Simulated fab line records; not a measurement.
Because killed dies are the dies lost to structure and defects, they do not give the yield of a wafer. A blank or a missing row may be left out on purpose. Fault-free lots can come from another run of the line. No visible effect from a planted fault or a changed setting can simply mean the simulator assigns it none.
Matching of chambers	flow n5 finfet	N5_HKMG_FIN_ALD_74 on ald hk-02: 4 sister chambers
The step deposits La2O3, target thk 0.5 nm, pulse time 6 s, co reactant pulse time 1 s. 4 wafers are shown with their chamber, then 8 later ones without.

WAFERS PAIRED WITH THEIR CHAMBERS
wafer	chamber	heater power w (W)
L083.3	1	313
L083.4	0	334
L083.5	2	389
L090.3	3	285

WAFERS WITHOUT THEIR CHAMBER
wafer	heater power w (W)
L090.4	310
L090.6	388
L092.1	306
L092.2	285
L092.3	332
L093.3	313
L093.4	394
L093.6	391

CHAMBER TAKEN BY EACH
wafer	from the rows above	in truth
L090.4	1	1
L090.6	2	2
L092.1	1	1
L092.2	3	3
L092.3	0	0
L093.3	1	1
L093.4	2	2
L093.6	2	2
Placed correctly: 8 of 8. Can't be placed from these rows: 0. Placed wrongly: 0.
How it was worked out, from the rows above alone: a wafer's distance from a chamber is the root of the sum, over the readings, of the square of ((its reading less the chamber's mean) divided by the reading's scatter). If the next closest chamber is less than 2 further off than the closest, the wafer can't be placed; otherwise it belongs to the closest. Each chamber's mean is taken over the wafers shown for it. The scatter: root of mean squared gap, hidden wafer to nearest shown wafer, with one shown wafer a chamber.
